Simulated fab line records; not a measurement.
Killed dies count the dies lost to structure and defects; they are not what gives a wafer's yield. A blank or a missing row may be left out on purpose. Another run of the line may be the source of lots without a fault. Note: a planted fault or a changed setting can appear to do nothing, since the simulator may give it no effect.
Which tool is to blame? ; flow n5-finfet ; 8 lots with 23 wafers sampled at 5 steps, on a route of 1938 steps

WHAT THE GAUGES READ, wafer by wafer
N5_BEOL_M4_RC_MEAS_101. Usual: DIBL_N 37.5 mV/V, standard deviation 2.5; DIBL_P 38 mV/V, standard deviation 3.1; IOFF_N 0.19 nA/um, standard deviation 0.059; IOFF_P 0.24 nA/um, standard deviation 0.061; ION_N 679 uA/um, standard deviation 16; ION_P 465 uA/um, standard deviation 9.8; SS_N 72.0 mV/dec, standard deviation 0.8; SS_P 73.7 mV/dec, standard deviation 0.86; VT_N 248 mV, standard deviation 4.5; VT_P -249 mV, standard deviation 3.5.
lot;measured;on;DIBL_N (mV/V);DIBL_P (mV/V);IOFF_N (nA/um);IOFF_P (nA/um);ION_N (uA/um);ION_P (uA/um);SS_N (mV/dec);SS_P (mV/dec);VT_N (mV);VT_P (mV);flag
L901;day 7 19:21;prober-02;34.1 37.8 39.7;36 37 40;0.12 0.18 0.23;0.20 0.22 0.27;659 678 679;459 466 459;70.6 72.3 72.7;72.8 73.5 74.2;254 251 248;-249 -250 -245;
L905;day 8 20:35;prober-02;37.5 41.0 37.7;38 43 38;0.19 0.31 0.18;0.24 0.37 0.25;679 711 683;463 480 469;71.3 72.8 72.1;73.4 75.0 73.4;249 238 248;-248 -242 -247;
L909;day 10 21:48;prober-01;37.1 38.0;37 39;0.14 0.17;0.20 0.25;651 687;452 469;71.5 71.9;73.1 73.7;252 250;-251 -245;
L914;day 11 17:02;prober-02;37.5 36.4 36.5;37 34 35;0.20 0.16 0.18;0.30 0.23 0.26;706 689 684;489 470 479;70.9 72.0 71.7;73.4 72.9 72.7;242 249 249;-244 -248 -244;
L919;day 12 20:11;prober-02;34.5 36.0 39.9;35 35 40;0.14 0.14 0.24;0.21 0.20 0.28;668 668 696;462 459 475;70.9 71.2 71.8;73.5 73.8 74.1;249 251 244;-249 -250 -246;
L921;day 13 22:40;prober-02;40.5 38.6 39.9;38 36 38;0.23 0.17 0.21;0.26 0.22 0.25;684 662 687;465 460 466;72.7 73.0 71.8;73.8 73.4 74.0;246 250 250;-249 -249 -248;
L922;day 13 22:26;prober-01;38.6 39.0 39.9;42 39 41;0.21 0.20 0.23;0.29 0.23 0.26;685 676 687;475 455 466;72.0 71.8 72.2;74.4 74.7 74.6;247 247 245;-249 -251 -249;
L923;day 14 00:07;prober-02;37.5 34.7 37.5;39 35 40;0.18 0.13 0.19;0.22 0.17 0.26;679 673 677;466 459 463;72.5 71.5 72.1;73.7 73.4 74.5;251 254 248;-252 -252 -249;

EACH LOT AND THE TOOL THAT RAN IT (in order: tool; ch and the chambers of the sampled wafers; start)
lot;N5_BEOL_M1_ETCH_74;N5_BEOL_M1_ETCH_63;N5_BEOL_M1_ETCH_77;N5_BEOL_M1_VIA_ETCH_34
L901;rie-diel-02 ch 0,1, day 6 00:46;rie-diel-02 ch 0,1, day 6 00:47;rie-diel-04 ch 0,2,3, day 6 01:39;rie-diel-04 ch 1,2, day 6 02:54
L905;rie-diel-06 ch 0,3, day 7 01:12;rie-diel-06 ch 0,3, day 7 01:13;rie-diel-04 ch 1,2,3, day 7 02:35;rie-diel-04 ch 2,3, day 7 04:16
L909;rie-diel-04 ch 0,3, day 8 07:53;rie-diel-04 ch 0,3, day 8 07:55;rie-diel-06 ch 0,2, day 8 08:54;rie-diel-04 ch 0,1, day 8 11:50
L914;rie-diel-06 ch 0,2,3, day 9 17:49;rie-diel-06 ch 0,2,3, day 9 17:50;rie-diel-02 ch 0,1, day 9 18:41;rie-diel-02 ch 0,2, day 9 20:13
L919;rie-diel-04 ch 2,3, day 10 15:45;rie-diel-04 ch 2,3, day 10 15:46;rie-diel-06 ch 0,2,3, day 10 16:50;rie-diel-02 ch 1,3, day 10 19:56
L921;rie-diel-02 ch 1,2,3, day 11 06:59;rie-diel-02 ch 1,2,3, day 11 07:00;rie-diel-06 ch 1,3, day 11 07:52;rie-diel-02 ch 2,3, day 11 10:29
L922;rie-diel-06 ch 0,1,3, day 11 07:07;rie-diel-06 ch 0,1,3, day 11 07:08;rie-diel-06 ch 0,2, day 11 08:06;rie-diel-06 ch 0,2,3, day 11 10:40
L923;rie-diel-04 ch 0,2, day 11 11:49;rie-diel-04 ch 0,2, day 11 11:50;rie-diel-02 ch 1,2, day 11 12:49;rie-diel-02 ch 0,1,2, day 11 23:58
- N5_BEOL_M1_ETCH_74: etches underlayer in N2/H2, target depth 6.5 nm, time 5.2 s.
- N5_BEOL_M1_ETCH_63: etches SiARC in CF4, target depth 15.6 nm, time 26 s.
- N5_BEOL_M1_ETCH_77: etches underlayer in N2/H2, target depth 6.5 nm, time 5.2 s.
- N5_BEOL_M1_VIA_ETCH_34: etches the open film in C4F6/O2, target depth 67.8 nm, time 64.4 s.

AS READ BY THE TOOLS THEMSELVES (means over the sampled wafers that have a number; for cases with no such wafer, the mark the record gives instead)
N5_BEOL_M1_ETCH_74. Usual: drypump-motor-current-A is 5.5 A with standard deviation 0.35, etch-rf-on-time-s is 5.23 s with standard deviation 0.16, h2-flow-sccm is 200.0 sccm with standard deviation 0.59, oes-product-au is 0.67 a.u. with standard deviation 0.075, rf-vpp-V is 523.7 V with standard deviation 2.9, showerhead-plenum-p-Torr is 2.55 Torr with standard deviation 0.099, and throttle-valve-pct is 17.91 % with standard deviation 0.22.
lot;tool;drypump-motor-current-A (A);etch-rf-on-time-s (s);h2-flow-sccm (sccm);oes-product-au (a.u.);rf-vpp-V (V);showerhead-plenum-p-Torr (Torr);throttle-valve-pct (%);flag
L901;rie-diel-02;5.6;5.20;200.2;0.61;522.1;2.52;18.02;
L905;rie-diel-06;5.5;5.06;199.8;0.68;525.0;2.69;17.94;
L909;rie-diel-04;5.5;5.19;200.2;0.68;523.2;2.56;17.87;
L914;rie-diel-06;5.6;5.12;200.0;0.68;526.4;2.64;17.92;
L919;rie-diel-04;5.6;5.38;199.7;0.60;522.7;2.48;17.82;
L921;rie-diel-02;5.8;5.13;199.5;0.70;524.2;2.55;17.87;
L922;rie-diel-06;5.4;5.08;199.5;0.68;524.5;2.61;17.95;
L923;rie-diel-04;5.6;5.34;199.0;0.67;520.9;2.45;17.80;

N5_BEOL_M1_ETCH_63. Usual: drypump-motor-current-A 5.5 A, standard deviation 0.35; etch-rf-on-time-s 26.2 s, standard deviation 0.85; oes-product-au 0.67 a.u., standard deviation 0.073; rf-vpp-V 184.0 V, standard deviation 1.2; showerhead-plenum-p-Torr 2.15 Torr, standard deviation 0.069; throttle-valve-pct 15.65 %, standard deviation 0.21.
lot;tool;drypump-motor-current-A (A);etch-rf-on-time-s (s);oes-product-au (a.u.);rf-vpp-V (V);showerhead-plenum-p-Torr (Torr);throttle-valve-pct (%);flag
L901;rie-diel-02;5.6;26.3;0.61;183.7;2.14;15.85;
L905;rie-diel-06;5.5;25.4;0.68;184.4;2.24;15.53;
L909;rie-diel-04;5.5;26.2;0.68;183.9;2.17;15.64;
L914;rie-diel-06;5.6;25.8;0.67;185.4;2.21;15.54;
L919;rie-diel-04;5.6;26.6;0.60;184.0;2.10;15.71;
L921;rie-diel-02;5.8;25.5;0.71;184.2;2.16;15.62;
L922;rie-diel-06;5.4;25.5;0.68;185.3;2.19;15.62;
L923;rie-diel-04;5.7;26.8;0.67;183.7;2.08;15.59;

N5_BEOL_M1_ETCH_77. Usual: drypump-motor-current-A is 5.5 A with standard deviation 0.34, etch-rf-on-time-s is 5.18 s with standard deviation 0.14, h2-flow-sccm is 200.0 sccm with standard deviation 0.59, oes-product-au is 0.67 a.u. with standard deviation 0.064, rf-vpp-V is 524.4 V with standard deviation 2.8, showerhead-plenum-p-Torr is 2.57 Torr with standard deviation 0.098, and throttle-valve-pct is 17.94 % with standard deviation 0.21.
lot;tool;drypump-motor-current-A (A);etch-rf-on-time-s (s);h2-flow-sccm (sccm);oes-product-au (a.u.);rf-vpp-V (V);showerhead-plenum-p-Torr (Torr);throttle-valve-pct (%);flag
L901;rie-diel-04;5.6;5.34;200.2;0.66;522.5;2.52;17.78;
L905;rie-diel-04;5.4;5.38;200.2;0.61;523.5;2.52;17.91;
L909;rie-diel-06;5.8;5.11;199.6;0.64;526.0;2.62;18.02;
L914;rie-diel-02;5.6;5.24;200.3;0.59;520.8;2.50;18.07;
L919;rie-diel-06;5.7;5.12;200.2;0.68;524.9;2.64;17.93;
L921;rie-diel-06;5.3;5.20;199.7;0.71;525.4;2.63;17.84;
L922;rie-diel-06;5.8;5.08;199.9;0.63;525.1;2.62;18.07;
L923;rie-diel-02;5.9;5.10;200.5;0.71;522.1;2.48;17.61;

N5_BEOL_M1_VIA_ETCH_34. Usual: O2_flow_sccm 10.003 sccm, standard deviation 0.03; drypump-motor-current-A 5.6 A, standard deviation 0.39; oes-product-au 0.78 a.u., standard deviation 0.093; rf-vpp-V 677 V, standard deviation 20; showerhead-plenum-p-Torr 2.84 Torr, standard deviation 0.082; throttle-valve-pct 30.80 %, standard deviation 0.29.
lot;tool;O2_flow_sccm (sccm);drypump-motor-current-A (A);oes-product-au (a.u.);rf-vpp-V (V);showerhead-plenum-p-Torr (Torr);throttle-valve-pct (%);flag
L901;rie-diel-04;9.995;5.5;0.71;671;2.75;30.61;
L905;rie-diel-04;9.995;5.5;0.72;656;2.87;30.57;
L909;rie-diel-04;9.992;5.3;0.94;694;2.79;31.02;
L914;rie-diel-02;10.041;5.4;0.84;664;2.82;30.99;
L919;rie-diel-02;10.005;5.9;0.75;696;2.85;30.71;
L921;rie-diel-02;10.021;5.8;0.89;659;2.85;30.72;
L922;rie-diel-06;10.001;5.6;0.78;679;2.92;30.62;
L923;rie-diel-02;9.982;5.5;0.86;682;2.81;30.88;

THE ANSWER, worked out from the rows above alone
Rule: a lot counts as off when the mean over its wafers that have a number is more than 3 standard deviations away from the usual mean. A lot without any number at a reading at which 4 lots or more have one is off too. Where the step has rows for the other lots, those lots are counted as sound. The gauges are gone through in route order, then the tools' own readings, and for those a lot's mean is taken as printed above. At the first step where some lot is off, the reading lying furthest off is the one used; lots without a number count as furthest.
None of the lots is off at any reading shown; this tells nothing.

WHAT THE SIMULATOR HAD PUT IN
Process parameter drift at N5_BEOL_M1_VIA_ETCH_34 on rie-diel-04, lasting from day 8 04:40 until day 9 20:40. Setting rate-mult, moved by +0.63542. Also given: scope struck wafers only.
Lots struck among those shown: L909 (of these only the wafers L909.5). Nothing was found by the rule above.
